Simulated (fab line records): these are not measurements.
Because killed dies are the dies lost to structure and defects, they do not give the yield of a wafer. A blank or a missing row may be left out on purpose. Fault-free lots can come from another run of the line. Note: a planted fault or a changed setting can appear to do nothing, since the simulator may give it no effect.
Struck lot and sound lot, side by side ; flow n5-finfet ; 27 steps out of a route of 1938
Sound: the wafers L989.1, L989.2, L989.6. Struck: wafer L105.5. (L105.3, L105.4 of the same lot were not struck and are left out.) The cause comes at the end.
For every step that has rows: the tool of each side, followed by ch and its chambers, followed by its first start. Under that, the readings that differ: sound wafers ; struck wafers ; difference of the means ; sigmas: that difference in standard deviations of wafers without a fault.
alike: readings whose means differ by less than 2 such deviations, and words and numbers that are the same on both sides. not compared: withheld readings, readings that some wafer has no value for, bounds like >300 that may hide the same value, and numbers for which the record gives no deviation and whose values overlap.
Wherever a step has rows on one side only, a row that says differs or no value, or a row with sigmas, the two part there. Numbers that don't overlap but have no deviation are shown without sigmas and don't part them. Lack of a reading on every wafer of one side parts them only where that side has two or more wafers.

N5_BEOL_M15_STRIP_63: strips in O2.
  sound: rie-diel-06 ch 2,3; struck: rie-diel-06 ch 1
  alike: drypump-motor-current-A, oes-product-au, rf-vpp-V, showerhead-plenum-p-Torr, throttle-valve-pct
  not compared: rf-hours-counter-h
then, 3 steps without rows for these wafers: N5_BEOL_M15_STRIP_64 (strips in O2); N5_BEOL_M15_STRIP_65 (strips in post etch residue remover, time 60 s); N5_BEOL_M15_SRD_66 (time 30 s, dry time 30 s).
N5_BEOL_M15_CD_MEAS_17 targets a cd of 360 nm.
  sound on cd-sem-03, day 12 08:13; struck on cd-sem-02, day 16 11:20
  alike: cd-nm
then, 1 step without rows for these wafers: N5_BEOL_M15_COAT_56 (time 60 s, resist thk 550 nm).
N5_BEOL_M15_ETCH_57: etches SOC in N2/H2, time 750 s.
  sound on rie-diel-06 ch 0,1,3, day 12 08:19; struck on rie-diel-02 ch 2, day 16 11:26
reading;sound;struck;difference;sigmas
rf-vpp-V (V);524.3 519.3 526.4;517.8;-5.5;-2
  alike: drypump-motor-current-A, oes-product-au, showerhead-plenum-p-Torr, throttle-valve-pct
  not compared: rf-hours-counter-h
then, 5 steps without rows for these wafers: N5_BEOL_M15_COAT_60 (time 60 s, resist thk 89 nm); N5_BEOL_M15_COAT_22 (resist thk 800 nm); N5_BEOL_M15_EBR_24; N5_BEOL_M15_SOFTBAKE_23 (time 60 s); N5_BEOL_M15_EXPOSE_25 (exposes mask M15, target cd 400 nm).
N5_BEOL_M15_PEB_26: peb time 90 s.
  sound on litho-track-01 ch 0, day 12 08:59; struck on litho-track-05 ch 0, day 16 12:06
  alike: chill-plate-temp-C
then, 2 steps without rows for these wafers: N5_BEOL_M15_DEVELOP_27 (develop time 45 s); N5_BEOL_M15_HARDBAKE_32 (time 120 s).
N5_BEOL_M15_CD_MEAS_28 targets a cd of 407.6 nm.
  sound on cd-sem-03 ch 0, day 12 09:05; struck on cd-sem-01 ch 0, day 16 12:13
reading;sound;struck;difference;sigmas
cd-nm (nm);410.0 411.2 410.6;417.8;+7.2;+3
N5_BEOL_M15_OVL_MEAS_29:
  sound on overlay-01 ch 0, day 12 09:07; struck on overlay-01 ch 0, day 16 12:15
reading;sound;struck;difference;sigmas
M15_OVL (nm);7 8 8;-11;-19;-4
N5_BEOL_M15_INSPECT_30: inspects for defects (macro).
  sound on defect-inspect-01, day 12 09:08; struck on defect-inspect-01, day 16 12:16
  alike: raw-defect-count
N5_BEOL_M15_DESCUM_33: chemistry O2, time 7.9 s.
  sound on rie-diel-04 ch 0,2,3, day 12 09:11; struck on rie-diel-06 ch 2, day 16 12:18
reading;sound;struck;difference;sigmas
showerhead-plenum-p-Torr (Torr);2.24 2.16 2.15;2.00;-0.18;-3
model.BEOL_M15.cd-nm (nm);410.4 410.8 410.6;417.8;+7.2;
  alike: drypump-motor-current-A, oes-product-au, rf-vpp-V, throttle-valve-pct
  not compared: rf-hours-counter-h
then, 2 steps without rows for these wafers: N5_BEOL_M15_ETCH_61 (etches BARC in N2/H2, target depth 89 nm, overetch 26.7 nm, time 67.9 s); N5_BEOL_M15_TRENCH_ETCH_34 (etches SiO2 in C4F8/O2/Ar, target depth 872.93 nm, time 199 s).
N5_BEOL_M15_STRIP_36: strips in O2.
  sound on rie-diel-04 ch 0,1,3, day 12 09:30; struck on rie-diel-04 ch 0, day 16 12:37
  alike: drypump-motor-current-A, oes-product-au, rf-vpp-V, showerhead-plenum-p-Torr, throttle-valve-pct
  not compared: rf-hours-counter-h
N5_BEOL_M15_STRIP_62: strips in O2.
  sound: rie-diel-04 ch 0,1,3; struck: rie-diel-04 ch 0
  alike: drypump-motor-current-A, oes-product-au, rf-vpp-V, showerhead-plenum-p-Torr, throttle-valve-pct
  not compared: rf-hours-counter-h
N5_BEOL_M15_STRIP_37: strips in O2.
  sound: rie-diel-04 ch 0,1,3; struck: rie-diel-04 ch 0
  alike: drypump-motor-current-A, oes-product-au, rf-vpp-V, showerhead-plenum-p-Torr, throttle-valve-pct
  not compared: rf-hours-counter-h
N5_BEOL_M15_ETCH_38: etches SiCN in CF4/N2, target depth 106.4 nm, time 120.5 s.
  sound: rie-diel-04 ch 0,1,3; struck: rie-diel-04 ch 0
reading;sound;struck;difference;sigmas
model.BEOL_M15.cd-nm (nm);404 403.2 405;411.8;+7.7;
  alike: drypump-motor-current-A, oes-product-au, rf-vpp-V, showerhead-plenum-p-Torr, throttle-valve-pct
  not compared: rf-hours-counter-h
then, 2 steps without rows for these wafers: N5_BEOL_M15_PRECLEAN_39 (cleans in residue remover, time 60 s); N5_PASSIVATION_PROBE_49.

WHERE THEY PART
Last at N5_BEOL_M15_DESCUM_33 as far as this record goes, first at N5_BEOL_M15_ETCH_57. Later steps at which nothing parts them and some readings are alike: N5_BEOL_M15_STRIP_36, N5_BEOL_M15_STRIP_62, N5_BEOL_M15_STRIP_37, N5_BEOL_M15_ETCH_38.

WHY: what the simulator had put in
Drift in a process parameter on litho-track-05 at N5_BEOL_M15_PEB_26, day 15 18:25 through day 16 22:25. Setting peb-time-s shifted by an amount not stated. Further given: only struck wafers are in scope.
